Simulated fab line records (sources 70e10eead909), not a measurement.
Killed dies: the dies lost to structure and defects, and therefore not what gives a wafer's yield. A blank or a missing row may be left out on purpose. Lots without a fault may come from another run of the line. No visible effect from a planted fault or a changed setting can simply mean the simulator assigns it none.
Matching of chambers ; flow nand_harc ; 4 sister chambers for NHARC_P_GATE_DESCUM_93 on rie_diel-09
The step chemistry O2, time 3 s. 4 wafers are shown with their chamber, then 7 later ones without.

## WAFERS WITH THEIR CHAMBER
wafer;chamber;showerhead_plenum_p_Torr (Torr)
L075.4;3;1.96
L087.1;0;1.78
L085.1;1;1.84
L085.2;2;1.99

## WAFERS MISSING THEIR CHAMBER
wafer;showerhead_plenum_p_Torr (Torr)
L085.5;1.84
L089.4;1.77
L089.5;1.77
L089.6;1.95
L097.4;1.94
L097.5;1.77
L097.6;1.83

## THE CHAMBER EACH PASSED THROUGH
wafer;from the rows above;in truth
L085.5;1;1
L089.4;0;0
L089.5;0;0
L089.6;3;3
L097.4;3;3
L097.5;0;0
L097.6;1;1
Correct placement for 7 of the 7. Not placeable from these rows: 0. 0 placed wrongly.
How it was worked out, from the rows above alone: a wafer's distance from a chamber is the root of the sum, over the readings, of the square of ((its reading less the chamber's mean) divided by the reading's scatter). If the next closest chamber is less than 2 further off than the closest, the wafer can't be placed; otherwise it belongs to the closest. A chamber's mean is the mean of its shown wafers. The scatter (one wafer shown for each chamber): square how far every hidden wafer sits from the nearest shown wafer, average those squares and take the square root.
